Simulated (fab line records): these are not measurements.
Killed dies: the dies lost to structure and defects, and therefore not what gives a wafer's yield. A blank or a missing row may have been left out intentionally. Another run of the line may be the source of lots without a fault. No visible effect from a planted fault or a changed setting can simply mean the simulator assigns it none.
Shared-tool check || flow nand harc || 9 wafers sampled across 3 lots

== WHY IT WAS OPENED ==
On 3 of the 3 lots, a flag is raised at NHARC_END_SORT_01 on the reading killed at periphery. No-fault wafers: 3.8, standard deviation 2.1.
Rule: a lot gets a flag if all its wafers with a number sit over 4 standard deviations from that mean, or if no wafer of it has a number. The other lots count as sound.

{"lot": "L680", "measured": "day 22 00:01", "on": "prober-01", "killed at periphery, wafer by wafer": "650 648 649", "flag": "FLAGGED"}
{"lot": "L679", "measured": "day 22 07:05", "on": "prober-01", "killed at periphery, wafer by wafer": "655 654 655", "flag": "FLAGGED"}
{"lot": "L681", "measured": "day 22 22:37", "on": "prober-02", "killed at periphery, wafer by wafer": "639 641 643", "flag": "FLAGGED"}
The numbers of the flagged lots are 648.2 on average: +644.4 against the usual, or +99 or more standard deviations.

== LOT BY LOT: THE TOOL USED ==
The record keeps 1 process step preceding the reading, out of 1159 steps on the route. Cell contents, in order: the tool; ch with the chambers the sampled wafers went through; the start.
{"lot": "L680", "flag": "FLAGGED", "NHARC_P_STI_HM_DEP_30": "lpcvd-02 ch 1, day 4 09:46"}
{"lot": "L679", "flag": "FLAGGED", "NHARC_P_STI_HM_DEP_30": "lpcvd-02 ch 0, day 4 09:46"}
{"lot": "L681", "flag": "FLAGGED", "NHARC_P_STI_HM_DEP_30": "lpcvd-02 ch 0, day 4 18:44"}
What the steps here do:
- NHARC_P_STI_HM_DEP_30: deposits Si3N4, target thk 80 nm, time 873 s.
- NHARC_END_SORT_01

== FLAGGED AGAINST TOTAL, ONE TOOL AT A TIME (gauges that did the reading follow at the end) ==
{"step": "NHARC_P_STI_HM_DEP_30", "tool": "lpcvd-02", "lots run": 3, "flagged": 3, "share of the flagged lots": "all", "sound lots run after its first flagged lot": 0}
{"step": "NHARC_END_SORT_01", "tool": "prober-01", "lots run": 2, "flagged": 2, "share of the flagged lots": "some", "sound lots run after its first flagged lot": 0}
{"step": "NHARC_END_SORT_01", "tool": "prober-02", "lots run": 1, "flagged": 1, "share of the flagged lots": "some", "sound lots run after its first flagged lot": 0}

== WHAT IS ALLOWED BY THE TABLE ==
In the table, 1 row covers all flagged lots: lpcvd-02 at NHARC_P_STI_HM_DEP_30.
- lpcvd-02 at NHARC_P_STI_HM_DEP_30 ran 3 lots, 3 of them flagged. Because this sample shows no sound lot run on it before its first flagged lot, the start cannot be pinned down more closely.
One tool is left: lpcvd-02 at NHARC_P_STI_HM_DEP_30.

== WHAT THE SIMULATOR HAD PUT IN ==
Entire step skipped (lpcvd-02, NHARC_P_STI_HM_DEP_30), from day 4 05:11 onward. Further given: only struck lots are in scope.
Lots struck among those shown: L680, L679, L681. The rule above found the same.
